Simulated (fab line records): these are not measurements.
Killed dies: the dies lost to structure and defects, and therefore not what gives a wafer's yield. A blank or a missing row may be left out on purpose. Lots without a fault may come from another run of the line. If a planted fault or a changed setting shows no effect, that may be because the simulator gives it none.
Which tool was responsible?    flow nandHarc    13 lots, 39 wafers sampled, at 5 steps of a route of 1302

WHAT EACH GAUGE READ, for each wafer
NHARC_A_CHANNEL_HOLE_D1_CD_MEAS_30. Usual: cdNm 89.6 nm, standard deviation 1.2.
lot   measured      on        cdNm (nm)       flag
L120  day 8 13:26   cdSem-02  90.8 88.0 89.1  
L121  day 9 06:08   cdSem-02  92.3 90.2 89.9  
L122  day 9 12:06   cdSem-01  91.2 88.5 88.5  
L123  day 9 23:49   cdSem-03  90.7 87.8 90.2  
L124  day 10 14:56  cdSem-01  89.4 89.4 88.1  
L127  day 11 06:02  cdSem-01  88.6 86.7 87.5  
L129  day 12 06:13  cdSem-02  90.1 88.3 88.8  
L131  day 13 07:15  cdSem-03  88.5 88.7 89.7  
L132  day 13 22:34  cdSem-03  88.9 89.9 90.4  
L133  day 14 04:44  cdSem-02  91.8 90.0 91.1  
L134  day 15 03:10  cdSem-01  90.4 92.0 88.9  
L135  day 15 04:06  cdSem-01  90.0 89.8 88.6  
L142  day 17 23:12  cdSem-02  90.3 89.7 88.7  

NHARC_END_SORT_01. Usual: killedAtArray 52, standard deviation 18; killedAtOther 0.6, standard deviation 0.83; killedAtPeriphery 4.3, standard deviation 2.8; killedDies 57, standard deviation 19; killedOpen 3.4, standard deviation 2; killedShort 2.5, standard deviation 1.7.
lot   measured      on         killedAtArray  killedAtOther  killedAtPeriphery  killedDies  killedOpen  killedShort  flag
L124  day 25 12:23  prober-02  68 63 71       0 0 0          12 9 10            80 72 81    10 4 3      3 0 3        
L129  day 27 15:25  prober-01  55 64 53       1 1 0          2 2 3              58 67 56    3 2 4       3 2 4        
L131  day 28 12:01  prober-02  73 74 71       1 0 1          5 7 7              79 81 79    3 2 6       2 1 1        

EACH LOT AND THE TOOL THAT RAN IT (in order: tool; ch and the chambers of the sampled wafers; start)
lot   NHARC_A_CHANNEL_FILL_D1_ALD_03                NHARC_A_CHANNEL_FILL_D1_ALD_25   NHARC_A_CHANNEL_FILL_D1_ETCHBACK_08
L120  aldSinBatch-01 ch 0, day 10 06:29 or earlier  aldHk-04 ch 2,3, day 10 06:29    rieDiel-09 ch 0,1,3, day 10 12:06
L121  aldSinBatch-03 ch 0, day 10 21:12 or earlier  aldHk-03 ch 2,3, day 10 21:12    rieDiel-09 ch 0,1,3, day 11 02:08
L122  aldSinBatch-01 ch 0, day 11 04:19 or earlier  aldHk-04 ch 0,2,3, day 11 04:19  rieDiel-09 ch 1,2,3, day 11 09:16
L123  aldSinBatch-03 ch 0, day 11 18:35 or earlier  aldHk-03 ch 0,1, day 11 18:35    rieDiel-09 ch 0,2,3, day 11 23:29
L124  aldSinBatch-02 ch 0, day 12 03:00 or earlier  aldHk-02 ch 0,2, day 12 03:00    rieDiel-11 ch 2,3, day 12 07:52
L127  aldSinBatch-01 ch 0, day 12 23:06 or earlier  aldHk-02 ch 2,3, day 12 23:06    rieDiel-09 ch 0,2,3, day 13 04:04
L129  aldSinBatch-03 ch 0, day 13 17:54 or earlier  aldHk-03 ch 0,1,3, day 13 17:54  rieDiel-09 ch 0,1,3, day 13 23:25
L131  aldSinBatch-03 ch 0, day 14 21:04 or earlier  aldHk-04 ch 0,1,2, day 14 21:04  rieDiel-12 ch 2,3, day 15 01:26
L132  aldSinBatch-01 ch 0, day 15 15:23 or earlier  aldHk-04 ch 2,3, day 15 15:23    rieDiel-12 ch 0,1,3, day 15 20:21
L133  aldSinBatch-01 ch 0, day 15 19:40 or earlier  aldHk-03 ch 1,2, day 15 19:40    rieDiel-12 ch 0,1,3, day 16 00:37
L134  aldSinBatch-01 ch 0, day 16 17:17 or earlier  aldHk-02 ch 1,2,3, day 16 17:17  rieDiel-12 ch 0,2,3, day 16 21:03
L135  aldSinBatch-01 ch 0, day 16 15:25 or earlier  aldHk-03 ch 2,3, day 16 15:25    rieDiel-12 ch 0,1,2, day 17 00:39
L142  aldSinBatch-03 ch 0, day 19 12:04 or earlier  aldHk-03 ch 1,2,3, day 19 12:04  rieDiel-11 ch 0,1,2, day 19 17:34
- NHARC_A_CHANNEL_FILL_D1_ALD_03: deposits SiNx, target thk 6 nm, pulse time 60 s, ald cycles 58.
- NHARC_A_CHANNEL_FILL_D1_ALD_25: deposits SiOx, target thk 60 nm, pulse time 10 s, ald cycles 600.
- NHARC_A_CHANNEL_FILL_D1_ETCHBACK_08: etches the open film in C4F8, target depth 220 nm, time 110 s.

WHAT THE TOOLS THEMSELVES READ (means of the sampled wafers that have a number; where no wafer has one, the mark that the record gives instead)
NHARC_A_CHANNEL_FILL_D1_ALD_03. Usual: precursorPulseHeightRel 0.999, standard deviation 0.021.
lot   tool            precursorPulseHeightRel  flag
L120  aldSinBatch-01  1.005                    
L121  aldSinBatch-03  0.999                    
L122  aldSinBatch-01  1.001                    
L123  aldSinBatch-03  0.993                    
L124  aldSinBatch-02  1.001                    
L127  aldSinBatch-01  1.000                    
L129  aldSinBatch-03  0.977                    
L131  aldSinBatch-03  0.986                    
L132  aldSinBatch-01  0.979                    
L133  aldSinBatch-01  1.002                    
L134  aldSinBatch-01  1.000                    
L135  aldSinBatch-01  1.002                    
L142  aldSinBatch-03  0.997                    

NHARC_A_CHANNEL_FILL_D1_ALD_25. Usual: heaterPowerW 489 W, standard deviation 74; precursorPulseHeightRel 1.000, standard deviation 0.018.
lot   tool      heaterPowerW (W)  precursorPulseHeightRel  flag
L120  aldHk-04  485               1.012                    
L121  aldHk-03  543               1.004                    
L122  aldHk-04  488               1.028                    
L123  aldHk-03  470               1.008                    
L124  aldHk-02  456               0.973                    
L127  aldHk-02  518               0.987                    
L129  aldHk-03  473               1.004                    
L131  aldHk-04  484               1.010                    
L132  aldHk-04  458               0.981                    
L133  aldHk-03  573               1.015                    
L134  aldHk-02  468               0.984                    
L135  aldHk-03  547               0.992                    
L142  aldHk-03  514               0.983                    

NHARC_A_CHANNEL_FILL_D1_ETCHBACK_08. Usual: oesProductAu 0.96 a.u., standard deviation 0.037; rfVppV 440 V, standard deviation 3.1; runLengthS 131.3 s, standard deviation 0.41.
lot   tool        oesProductAu (a.u.)  rfVppV (V)  runLengthS (s)  flag
L120  rieDiel-09  0.93                 440         131.3           
L121  rieDiel-09  0.99                 440         131.4           
L122  rieDiel-09  1.00                 440         131.3           
L123  rieDiel-09  0.92                 441         131.3           
L124  rieDiel-11  0.99                 437         131.0           
L127  rieDiel-09  0.92                 442         131.4           
L129  rieDiel-09  0.99                 439         131.5           
L131  rieDiel-12  0.99                 439         131.9           
L132  rieDiel-12  0.97                 440         131.7           
L133  rieDiel-12  0.99                 440         131.7           
L134  rieDiel-12  0.93                 439         132.9           OFF
L135  rieDiel-12  0.92                 442         133.0           OFF
L142  rieDiel-11  1.00                 440         131.4           

THE ANSWER, worked out from the rows above alone
Rule: a lot is off if the mean of its wafers that have a number lies more than 3 standard deviations from the usual mean. Also off: a lot with no number at a reading for which 4 or more lots have one. Where the step has rows for the other lots, those lots are counted as sound. After the gauges, taken in route order, come the tools' own readings; for these a lot's mean is taken, as printed above. At the first step where some lot is off, the reading lying furthest off is the one used; lots without a number count as furthest.
Off: L134, L135 (NHARC_A_CHANNEL_FILL_D1_ETCHBACK_08, runLengthS).
A tool fits if, at that step or a process step before it, it ran every lot that is off, and no sound lot after the first of them. With no start given for some of its lots, NHARC_A_CHANNEL_FILL_D1_ALD_03 uses the hours and lot order of NHARC_A_CHANNEL_FILL_D1_ALD_25. 2 tools fit, aldSinBatch-01 at NHARC_A_CHANNEL_FILL_D1_ALD_03 and rieDiel-12 at NHARC_A_CHANNEL_FILL_D1_ETCHBACK_08, so this cannot tell which one it is.

WHAT WAS PUT IN BY THE SIMULATOR
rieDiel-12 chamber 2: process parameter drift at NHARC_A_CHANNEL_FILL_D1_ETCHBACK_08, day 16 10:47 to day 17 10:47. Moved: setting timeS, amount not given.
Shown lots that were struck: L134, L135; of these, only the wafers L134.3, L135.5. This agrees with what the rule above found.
